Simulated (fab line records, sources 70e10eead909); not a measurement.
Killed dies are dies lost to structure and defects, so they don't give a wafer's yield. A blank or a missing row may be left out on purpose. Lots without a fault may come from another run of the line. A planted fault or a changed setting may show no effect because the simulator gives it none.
Which tool did it? | flow nand_harc | 11 lots, 32 wafers sampled, at 6 steps of a route of 1159

WHAT THE GAUGES READ, wafer by wafer
NHARC_A_CONTACT_INSPECT_23. Usual: raw_defect_count 412, standard deviation 130.
lot  | measured     | on                | raw_defect_count | flag
L890 | day 17 10:11 | defect_inspect-02 | 332 372 255      |
L891 | day 17 11:54 | defect_inspect-01 | 382 294 251      |
L894 | day 18 05:23 | defect_inspect-02 | 345 413 439      |
L893 | day 18 16:37 | defect_inspect-02 | 419 475 556      |
L895 | day 19 02:20 | defect_inspect-02 | 448 457 424      |
L899 | day 19 11:58 | defect_inspect-01 | 553 369 397      |
L898 | day 19 11:58 | defect_inspect-02 | 312 458 359      |
L900 | day 20 00:01 | defect_inspect-01 | 259 286 326      |
L909 | day 22 10:42 | defect_inspect-01 | 545 841          |
L911 | day 22 16:56 | defect_inspect-02 | 314 322 275      |
L913 | day 22 19:11 | defect_inspect-02 | 263 418 491      |

NHARC_A_BLC_CD_MEAS_10: target cd 100 nm. Usual: cd_nm 100.0 nm, standard deviation 0.47.
lot  | measured     | on        | cd_nm (nm)        | flag
L890 | day 17 10:42 | cd_sem-02 | 101.1 99.6 100.4  |
L891 | day 17 12:25 | cd_sem-01 | 99.7 99.3 98.7    |
L894 | day 18 05:55 | cd_sem-02 | 100.6 100.7 100.3 |
L893 | day 18 17:00 | cd_sem-02 | 99.5 100.4 100.1  |
L895 | day 19 02:51 | cd_sem-01 | 99.4 100.1 100.1  |
L899 | day 19 12:20 | cd_sem-01 | 100.2 100.3 100.3 |
L898 | day 19 12:30 | cd_sem-01 | 100.6 99.9 100.7  |
L900 | day 20 00:31 | cd_sem-01 | 100.1 100.0 100.5 |
L909 | day 22 11:13 | cd_sem-01 | 97.6 97.4         | OFF
L911 | day 22 17:20 | cd_sem-02 | 97.7 97.9 97.2    | OFF
L913 | day 22 19:41 | cd_sem-01 | 100.2 99.2 100.2  |

NHARC_END_SORT_01. Usual: killed_at_array 27, standard deviation 11; killed_at_other 0.8, standard deviation 1.4; killed_at_periphery 3.3, standard deviation 2; killed_dies 31, standard deviation 11; killed_open 3.4, standard deviation 1.8; killed_short 2.1, standard deviation 1.3.
lot  | measured     | on        | killed_at_array | killed_at_other | killed_at_periphery | killed_dies | killed_open | killed_short | flag
L898 | day 21 18:25 | prober-02 | 15 10 15        | 0 1 0           | 4 3 5               | 19 14 20    | 1 4 2       | 4 2 2        |
L909 | day 24 08:56 | prober-02 | 39 40           | 1 1             | 3 4                 | 43 45       | 6 8         | 4 1          |
L913 | day 24 23:53 | prober-01 | 15 14 13        | 0 0 1           | 6 2 2               | 21 16 16    | 2 3 6       | 1 0 1        |

WHICH TOOL RAN EACH LOT (tool, then ch and the chambers of the sampled wafers, then the start)
lot  | NHARC_A_BLC_PEB_08                | NHARC_A_BLC_ETCH_16                | NHARC_A_BLC_ETCH_17
L890 | litho_track-04 ch 0, day 17 10:37 | rie_diel-11 ch 0,1,2, day 17 10:58 | rie_diel-11 ch 0,1, no start
L891 | litho_track-04 ch 0, day 17 12:20 | rie_diel-11 ch 1,2,3, day 17 12:41 | rie_diel-11 ch 0,1,2, no start
L894 | litho_track-04 ch 0, day 18 05:49 | rie_diel-11 ch 0,1,3, day 18 06:11 | rie_diel-11 ch 0,2,3, no start
L893 | litho_track-06 ch 0, day 18 16:56 | rie_diel-11 ch 1,2,3, day 18 17:17 | rie_diel-11 ch 0,1,2, no start
L895 | litho_track-04 ch 0, day 19 02:46 | rie_diel-11 ch 0,1,3, day 19 03:08 | rie_diel-11 ch 1,2,3, no start
L899 | litho_track-06 ch 0, day 19 12:16 | rie_diel-07 ch 0,1, day 19 12:37   | rie_diel-07 ch 1,2,3, no start
L898 | litho_track-06 ch 0, day 19 12:25 | rie_diel-11 ch 1,2, day 19 12:46   | rie_diel-11 ch 2,3, day 21 18:25 or earlier
L900 | litho_track-04 ch 0, day 20 00:26 | rie_diel-11 ch 1,2, day 20 00:47   | rie_diel-11 ch 0,1, no start
L909 | litho_track-04 ch 0, day 22 11:08 | rie_diel-07 ch 0,1, day 22 11:29   | rie_diel-07 ch 0,1, day 24 08:56 or earlier
L911 | litho_track-04 ch 0, day 22 17:14 | rie_diel-11 ch 0,1,2, day 22 17:37 | rie_diel-11 ch 0,2,3, no start
L913 | litho_track-01 ch 0, day 22 19:37 | rie_diel-11 ch 0,2,3, day 22 19:58 | rie_diel-11 ch 0,2,3, day 24 23:53 or earlier
- NHARC_A_BLC_PEB_08: peb time 65 s.
- NHARC_A_BLC_ETCH_16: etches the open film in CF4, target depth 39 nm, time 65 s.
- NHARC_A_BLC_ETCH_17: etches the open film in N2/H2, target depth 390 nm, time 609.38 s.

WHAT THE TOOLS THEMSELVES READ (means of the sampled wafers that have a number; where no wafer has one, the mark that the record gives instead)
NHARC_A_BLC_PEB_08. Usual: exhaust_pa 44.9 Pa, standard deviation 1; heater_power_total_W 156.6 W, standard deviation 0.44; plate_temp_C 99.97 C, standard deviation 0.13.
lot  | tool           | exhaust_pa (Pa) | heater_power_total_W (W) | plate_temp_C (C) | flag
L890 | litho_track-04 | 44.0            | 156.3                    | 99.94            |
L891 | litho_track-04 | 45.2            | 156.5                    | 99.96            |
L894 | litho_track-04 | 46.4            | 156.4                    | 99.79            |
L893 | litho_track-06 | 44.9            | 156.6                    | 99.81            |
L895 | litho_track-04 | 45.1            | 156.0                    | 99.98            |
L899 | litho_track-06 | 44.4            | 156.5                    | 99.93            |
L898 | litho_track-06 | 45.3            | 156.9                    | 100.06           |
L900 | litho_track-04 | 43.5            | 156.5                    | 100.12           |
L909 | litho_track-04 | 44.4            | 155.1                    | 99.30            | OFF
L911 | litho_track-04 | 45.0            | 155.5                    | 99.23            | OFF
L913 | litho_track-01 | 45.0            | 157.0                    | 99.92            |

NHARC_A_BLC_ETCH_16. Usual: drypump_motor_current_A 5.4 A, standard deviation 0.38; oes_product_au 1.001 a.u., standard deviation 0.0067; rf_vpp_V 152.1 V, standard deviation 1.1; showerhead_plenum_p_Torr 1.84 Torr, standard deviation 0.073; throttle_valve_pct 13.284 %, standard deviation 0.0082.
lot  | tool        | drypump_motor_current_A (A) | oes_product_au (a.u.) | rf_vpp_V (V) | showerhead_plenum_p_Torr (Torr) | throttle_valve_pct (%) | flag
L890 | rie_diel-11 | 5.2                         | 0.996                 | 153.1        | 1.88                            | 13.281                 |
L891 | rie_diel-11 | 5.3                         | 1.003                 | 152.7        | 1.88                            | 13.287                 |
L894 | rie_diel-11 | 5.6                         | 1.000                 | 152.5        | 1.88                            | 13.287                 |
L893 | rie_diel-11 | 5.3                         | 1.003                 | 152.5        | 1.88                            | 13.278                 |
L895 | rie_diel-11 | 5.6                         | 0.999                 | 153.6        | 1.88                            | 13.287                 |
L899 | rie_diel-07 | 5.5                         | 1.004                 | 150.2        | 1.70                            | 13.285                 |
L898 | rie_diel-11 | 5.0                         | 0.998                 | 151.6        | 1.87                            | 13.289                 |
L900 | rie_diel-11 | 5.3                         | 1.006                 | 152.4        | 1.87                            | 13.284                 |
L909 | rie_diel-07 | 5.7                         | 1.000                 | 150.6        | 1.69                            | 13.293                 |
L911 | rie_diel-11 | 5.3                         | 1.006                 | 152.1        | 1.87                            | 13.285                 |
L913 | rie_diel-11 | 5.2                         | 1.006                 | 152.0        | 1.88                            | 13.281                 |

NHARC_A_BLC_ETCH_17. Usual: drypump_motor_current_A 5.4 A, standard deviation 0.38; h2_flow_sccm 150.0 sccm, standard deviation 0.43; oes_product_au 1.002 a.u., standard deviation 0.0061; rf_vpp_V 433.0 V, standard deviation 2.5; showerhead_plenum_p_Torr 2.13 Torr, standard deviation 0.087; throttle_valve_pct 14.170 %, standard deviation 0.0093.
lot  | tool        | drypump_motor_current_A (A) | h2_flow_sccm (sccm) | oes_product_au (a.u.) | rf_vpp_V (V) | showerhead_plenum_p_Torr (Torr) | throttle_valve_pct (%) | flag
L890 | rie_diel-11 | 5.6                         | 149.9               | 0.999                 | 432.8        | 2.18                            | 14.167                 |
L891 | rie_diel-11 | 5.3                         | 149.8               | 1.001                 | 434.2        | 2.18                            | 14.183                 |
L894 | rie_diel-11 | 5.3                         | 149.7               | 0.999                 | 434.3        | 2.19                            | 14.167                 |
L893 | rie_diel-11 | 5.3                         | 150.0               | 1.000                 | 435.1        | 2.18                            | 14.174                 |
L895 | rie_diel-11 | 5.3                         | 149.9               | 1.010                 | 433.7        | 2.18                            | 14.172                 |
L899 | rie_diel-07 | 5.4                         | 149.7               | 0.996                 | 430.3        | 2.03                            | 14.177                 |
L898 | rie_diel-11 | 5.0                         | 150.5               | 1.001                 | 433.9        | 2.19                            | 14.178                 |
L900 | rie_diel-11 | 5.6                         | 150.0               | 1.002                 | 433.5        | 2.17                            | 14.175                 |
L909 | rie_diel-07 | 5.7                         | 149.5               | 1.014                 | 426.9        | 1.94                            | 14.166                 |
L911 | rie_diel-11 | 5.3                         | 150.1               | 1.010                 | 434.4        | 2.19                            | 14.169                 |
L913 | rie_diel-11 | 5.3                         | 149.9               | 1.003                 | 435.0        | 2.19                            | 14.168                 |

THE ANSWER, worked out from the rows above alone
Rule: a lot is off if the mean of its wafers that have a number lies more than 3 standard deviations from the usual mean. A lot without any number at a reading at which 4 lots or more have one is off too. The other lots that the step has rows for count as sound. The gauges are gone through in route order, then the tools' own readings, and for those a lot's mean is taken as printed above. The first step at which some lot is off is used, and at that step the reading that is off furthest; a lot without a number counts as furthest.
Off: L909, L911, at NHARC_A_BLC_CD_MEAS_10 (cd_nm).
A tool fits if, at a process step before that reading, it ran every lot that is off, and no sound lot after the first of them. The gauges at NHARC_A_BLC_CD_MEAS_10 aren't tried: what is off there is off at NHARC_A_BLC_PEB_08 too, on other tools, and a gauge's error can't cause that. One fits: litho_track-04 at NHARC_A_BLC_PEB_08. Its last sound lot is L900 (day 20 00:26), its first lot that is off L909 (day 22 11:08): a fault that began between those two fits.
The tool's own readings at NHARC_A_BLC_PEB_08 bear it out: on the lots that are off they differ by more than 5 times the standard deviation of the sound lots' means. plate_temp_C reads 99.27 C there against 99.95 C on the sound lots.

WHAT THE SIMULATOR HAD PUT IN
Process parameter drift: litho_track-04, from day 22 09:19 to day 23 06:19, at NHARC_A_BLC_PEB_08. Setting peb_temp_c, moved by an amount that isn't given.
Lots struck among those shown: L909, L911. The rule above found the same.
